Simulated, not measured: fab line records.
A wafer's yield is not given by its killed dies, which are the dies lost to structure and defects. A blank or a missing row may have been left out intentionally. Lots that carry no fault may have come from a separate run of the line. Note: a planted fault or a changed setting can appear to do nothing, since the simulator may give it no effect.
Split-lot trial + flow n5 finfet + on a route of 1938 steps: 7 lots, 21 wafers read

## ABOUT THE SPLIT
At N5_BEOL_M5_COAT_60 (time 60 s, resist thk 12 nm), the setting spin rpm was moved away from the recipe's 1500 rpm on 6 of the 21 wafers read, by -4.1% to +8.2%. This setting was run at the recipe's value on the other wafers.

## FROM THE SPLIT TO THE READING: what the file shows between them, 4 steps
- N5_BEOL_M5_COAT_71: time 60 s, resist thk 5 nm
- N5_BEOL_M5_COAT_05: resist thk 30 nm
- N5_BEOL_M5_DESCUM_16: chemistry O2, time 7 s
- N5_BEOL_M5_ETCH_72: etches underlayer in N2/H2, target depth 6.5 nm, time 5.2 s

## THE READING
etch.depth nm (the simulator's own value, which no gauge read), in nm, at N5_BEOL_M5_ETCH_61 (etches SiARC in CF4, target depth 15.6 nm, time 26 s). The file gives no usual value for it. Average 12.03 nm, standard deviation 0.032 nm, over the 15 wafers here run with the recipe.

| wafer  | tool, chamber at the split | spin rpm as run, rpm | against the recipe | etch.depth nm, nm | against lot-mates on the recipe |
|--------|----------------------------|----------------------|--------------------|-------------------|---------------------------------|
| L075.2 | litho track-04, 0          | 1500                 | recipe             | 12.05             | -                               |
| L075.6 | litho track-04, 0          | 1500                 | recipe             | 12.05             | -                               |
| L075.3 | litho track-04, 0          | 1596                 | +6.4%              | 11.67             | -0.38                           |
| L081.2 | litho track-03, 0          | 1500                 | recipe             | 12.01             | -                               |
| L081.3 | litho track-03, 0          | 1500                 | recipe             | 12.01             | -                               |
| L081.6 | litho track-03, 0          | 1500                 | recipe             | 11.98             | -                               |
| L082.2 | litho track-03, 0          | 1438                 | -4.1%              | 12.25             | +0.27                           |
| L082.5 | litho track-03, 0          | 1438                 | -4.1%              | 12.24             | +0.26                           |
| L082.6 | litho track-03, 0          | 1500                 | recipe             | 11.98             | -                               |
| L083.2 | litho track-03, 0          | 1500                 | recipe             | 12.01             | -                               |
| L083.3 | litho track-03, 0          | 1500                 | recipe             | 12                | -                               |
| L083.4 | litho track-03, 0          | 1500                 | recipe             | 12.04             | -                               |
| L086.2 | litho track-04, 0          | 1500                 | recipe             | 12.03             | -                               |
| L086.6 | litho track-04, 0          | 1500                 | recipe             | 12.03             | -                               |
| L086.3 | litho track-04, 0          | 1500                 | recipe             | 12.07             | -                               |
| L089.1 | litho track-05, 0          | 1597                 | +6.5%              | 11.65             | -0.40                           |
| L089.5 | litho track-05, 0          | 1597                 | +6.5%              | 11.64             | -0.41                           |
| L089.6 | litho track-05, 0          | 1500                 | recipe             | 12.05             | -                               |
| L093.1 | litho track-04, 0          | 1623                 | +8.2%              | 11.62             | -0.46                           |
| L093.3 | litho track-04, 0          | 1500                 | recipe             | 12.07             | -                               |
| L093.4 | litho track-04, 0          | 1500                 | recipe             | 12.09             | -                               |

THE FIT
A straight line over all 21 wafers: etch.depth nm changes by -0.0548 nm for each +1% of spin rpm; r = -0.99; the points scatter about the line by 0.032 nm.
The same after taking each lot's own level away (the mean of its wafers on the recipe; 21 wafers): -0.0605 nm for each +1%; r = -1.00; scatter 0.016 nm.
Per that fit: largest spin rpm move, reading shift of 0.5 nm.
The span of the lots' own levels, 11.980 to 12.080 nm, comes to 3.1 times the standard deviation stated above.
Hence the lot-to-lot level has little effect on the slope; both slopes agree.
Check: -0.509 nm against its lot-mates is what the line predicts for one of the wafers moved furthest among these (+8.2%) when that wafer is left out of the fit. Against them it came out at -0.46 nm.

## OTHER SPLITS APPLIED TO THESE WAFERS
Before the reading, these wafers also passed through other splits. Each is held against what the fit with the lots' levels taken away leaves over:
| other split on the same wafers     | wafers away from the commonest value | r with etch.depth nm (lot level and that fit taken away) |
|------------------------------------|--------------------------------------|----------------------------------------------------------|
| N5_BEOL_M2_VIA_ETCH_34 source w    | 4                                    | +0.01                                                    |
| N5_BEOL_M3_VIA_ETCH_34 bias w      | 5                                    | +0.04                                                    |
| N5_BEOL_M3_TRENCH_ETCH_37 source w | 8                                    | -0.19                                                    |
| N5_BEOL_M4_ETCH_64 bias w          | 7                                    | +0.06                                                    |
| N5_BEOL_M5_HM_DEP_02 target thk a  | 7                                    | -0.09                                                    |

## THE WHOLE CHAIN: every reading that the file lists as answering this split, in the file's order
| step               | what it does                                         | reading                                                                          | change (the file's fit)                | r (the file's) |
|--------------------|------------------------------------------------------|----------------------------------------------------------------------------------|----------------------------------------|----------------|
| N5_BEOL_M5_COAT_60 | time 60 s, resist thk 12 nm                          | SiARC_of_BEOL_M5_COAT_60.thk nm (the simulator's own value, which no gauge read) | -0.0554 nm for each +1% of the setting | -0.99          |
| N5_BEOL_M5_ETCH_61 | etches SiARC in CF4, target depth 15.6 nm, time 26 s | etch.depth nm (the simulator's own value, which no gauge read)                   | -0.0589 nm for each +1% of the setting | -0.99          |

## THE FILE'S OWN FIT
etch.depth nm changes by -0.0589 nm for each +1% of spin rpm, r = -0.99.
